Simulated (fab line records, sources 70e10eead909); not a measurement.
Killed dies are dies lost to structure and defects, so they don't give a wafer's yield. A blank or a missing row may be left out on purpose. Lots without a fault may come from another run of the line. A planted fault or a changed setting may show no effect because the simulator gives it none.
Which tool did it? | flow nand_harc | 6 lots, 18 wafers sampled, at 2 steps of a route of 1159

WHAT THE GAUGES READ, wafer by wafer
NHARC_A_SIN_REMOVE_INSPECT_04.
lot  | measured     | on                | raw_defect_count
L261 | day 15 11:20 | defect_inspect-01 | 321 251 258
L260 | day 15 14:05 | defect_inspect-01 | 296 249 287
L265 | day 16 19:58 | defect_inspect-01 | 334 319 339
L274 | day 18 21:05 | defect_inspect-01 | 463 308 423
L277 | day 19 08:17 | defect_inspect-02 | 227 361 232
L280 | day 20 04:31 | defect_inspect-02 | 336 419 420

WHICH TOOL RAN EACH LOT (tool, then ch and the chambers of the sampled wafers, then the start)
lot  | NHARC_A_SLIT_ETCH_26
L261 | har_etch-01 ch 0,1, day 15 03:36
L260 | har_etch-02 ch 0,1, day 15 05:44
L265 | har_etch-02 ch 0,1, day 16 11:08
L274 | har_etch-02 ch 0,1, day 18 12:16
L277 | har_etch-02 ch 0,1, day 18 23:46
L280 | har_etch-01 ch 0,1, day 19 19:38
- NHARC_A_SLIT_ETCH_26: etches the open film in C4F8/O2/Ar, time 90 s, target depth 400 nm.

THE ANSWER, worked out from the rows above alone
Rule: what is usual is taken from the lots themselves. Put in order of their means at a reading, lots are off if they are a third of the lots or fewer, leave a main group of 4 or more, and stand apart from it by a gap of 3 or more times the standard deviation of the main group's means; of several such gaps the widest counts. A main group whose means are all the same, to the digits that the tables above print for the reading, isn't used. A lot without any number at a reading at which 4 lots or more have one is off too. The other lots that the step has rows for count as sound.
No lot is off at any reading shown: from this, nothing can be told.

WHAT THE SIMULATOR HAD PUT IN
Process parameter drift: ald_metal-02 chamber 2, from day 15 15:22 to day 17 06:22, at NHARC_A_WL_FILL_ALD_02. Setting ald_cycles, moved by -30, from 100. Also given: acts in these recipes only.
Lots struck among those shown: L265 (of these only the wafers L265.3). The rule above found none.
